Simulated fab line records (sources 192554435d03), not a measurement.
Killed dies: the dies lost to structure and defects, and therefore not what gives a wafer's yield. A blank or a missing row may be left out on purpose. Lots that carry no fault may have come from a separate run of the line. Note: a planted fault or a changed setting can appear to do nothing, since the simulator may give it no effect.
What tool caused it? || flow n5Finfet || 12 lots, 36 wafers sampled, at 2 steps of a route of 1938

WHAT THE GAUGES SHOWED, per wafer
N5_BEOL_M13_CD_MEAS_17: the cd target is 190 nm.
{"lot": "L074", "measured": "day 12 01:52", "on": "cdSem-02", "cdNm (nm)": "188.1 190.0 188.4"}
{"lot": "L077", "measured": "day 12 17:34", "on": "cdSem-02", "cdNm (nm)": "192.6 191.2 192.0"}
{"lot": "L079", "measured": "day 12 22:05", "on": "cdSem-01", "cdNm (nm)": "188.7 191.2 189.8"}
{"lot": "L083", "measured": "day 13 06:53", "on": "cdSem-02", "cdNm (nm)": "190.1 189.7 190.1"}
{"lot": "L084", "measured": "day 14 13:38", "on": "cdSem-01", "cdNm (nm)": "190.0 188.8 189.9"}
{"lot": "L088", "measured": "day 14 16:02", "on": "cdSem-03", "cdNm (nm)": "188.2 187.7 190.6"}
{"lot": "L086", "measured": "day 15 07:14", "on": "cdSem-03", "cdNm (nm)": "190.1 191.2 188.6"}
{"lot": "L089", "measured": "day 15 17:01", "on": "cdSem-01", "cdNm (nm)": "191.9 191.0 192.2"}
{"lot": "L090", "measured": "day 16 01:16", "on": "cdSem-02", "cdNm (nm)": "190.3 191.1 189.8"}
{"lot": "L093", "measured": "day 16 10:44", "on": "cdSem-03", "cdNm (nm)": "187.5 187.9 189.0"}
{"lot": "L095", "measured": "day 16 20:05", "on": "cdSem-03", "cdNm (nm)": "188.1 187.5 187.8"}
{"lot": "L097", "measured": "day 17 23:26", "on": "cdSem-03", "cdNm (nm)": "187.3 186.9 185.9"}

TOOL THAT RAN EACH LOT (tool first, then ch and the chambers of the sampled wafers, then the start)
{"lot": "L074", "N5_BEOL_M13_STRIP_63": "plasmaAsher-02 ch 0,1, day 12 01:40"}
{"lot": "L077", "N5_BEOL_M13_STRIP_63": "plasmaAsher-02 ch 0,1, day 12 17:19"}
{"lot": "L079", "N5_BEOL_M13_STRIP_63": "plasmaAsher-01 ch 0,1, day 12 21:52"}
{"lot": "L083", "N5_BEOL_M13_STRIP_63": "plasmaAsher-02 ch 0,1, day 13 06:42"}
{"lot": "L084", "N5_BEOL_M13_STRIP_63": "plasmaAsher-02 ch 0,1, day 14 13:23"}
{"lot": "L088", "N5_BEOL_M13_STRIP_63": "plasmaAsher-02 ch 0,1, day 14 15:49"}
{"lot": "L086", "N5_BEOL_M13_STRIP_63": "plasmaAsher-01 ch 0,1, day 15 07:02"}
{"lot": "L089", "N5_BEOL_M13_STRIP_63": "plasmaAsher-01 ch 0,1, day 15 16:49"}
{"lot": "L090", "N5_BEOL_M13_STRIP_63": "plasmaAsher-01 ch 0,1, day 16 01:04"}
{"lot": "L093", "N5_BEOL_M13_STRIP_63": "plasmaAsher-02 ch 0,1, day 16 10:32"}
{"lot": "L095", "N5_BEOL_M13_STRIP_63": "plasmaAsher-01 ch 0,1, day 16 19:54"}
{"lot": "L097", "N5_BEOL_M13_STRIP_63": "plasmaAsher-02 ch 0,1, day 17 23:14"}
- N5_BEOL_M13_STRIP_63: strips in N2/H2.

THE ANSWER, worked out from the rows above alone
Rule: usual is defined by the lots themselves. The widest of any qualifying gaps counts: lots, ordered by their means at a reading, are off when they make up no more than a third of the lots, leave a main group of 4 or more, and stand apart from it by 3 or more times the standard deviation of that group's means. If all means in a main group match to the digits the tables above print for the reading, that group is not used. A lot without any number at a reading at which 4 lots or more have one is off too. Any other lot the step has rows for is counted as sound.
None of the lots is off at any reading shown; this tells nothing.

WHAT HAD BEEN PUT IN BY THE SIMULATOR
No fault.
